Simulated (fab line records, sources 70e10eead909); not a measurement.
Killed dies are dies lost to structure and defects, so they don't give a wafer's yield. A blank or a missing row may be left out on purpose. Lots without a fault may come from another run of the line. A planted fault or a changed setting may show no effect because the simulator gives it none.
Chamber matching | flow nand_harc | NHARC_A_STAIRCASE_ETCH_271 on rie_diel-02: 4 sister chambers
The step etches the open film in CF4/CHF3. 4 wafers are shown with their chamber, then 8 later ones without.

WAFERS WITH THEIR CHAMBER
wafer  | chamber | drypump_motor_current_A (A)
L085.1 | 0       | 6.3
L085.2 | 2       | 5.6
L085.3 | 1       | 5.2
L090.1 | 3       | 5.7

WAFERS WITHOUT THEIR CHAMBER
wafer  | drypump_motor_current_A (A)
L090.5 | 5.7
L090.6 | 5.6
L092.4 | 5.1
L092.5 | 5.7
L092.6 | 5.7
L096.2 | 5.6
L096.4 | 5.1
L096.5 | 6.2

WHICH CHAMBER EACH WENT THROUGH
wafer  | from the rows above     | in truth
L090.5 | can't be placed: 3 or 2 | 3
L090.6 | can't be placed: 2 or 3 | 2
L092.4 | 1                       | 1
L092.5 | can't be placed: 3 or 2 | 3
L092.6 | can't be placed: 3 or 2 | 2
L096.2 | can't be placed: 2 or 3 | 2
L096.4 | 1                       | 1
L096.5 | 0                       | 0
Placed correctly: 3 of 8. Can't be placed from these rows: 5 (the true chamber is among the candidates in 5). Placed wrongly: 0.
How it was worked out, from the rows above alone: a wafer's distance from a chamber is the root of the sum, over the readings, of the square of ((its reading less the chamber's mean) divided by the reading's scatter). The wafer belongs to the nearest chamber; if the next one is less than 2 further off, it can't be placed. A chamber's mean is the mean of its shown wafers. The scatter: with one shown wafer a chamber, the root of the mean of the squares of how far each hidden wafer lies from its nearest shown one.
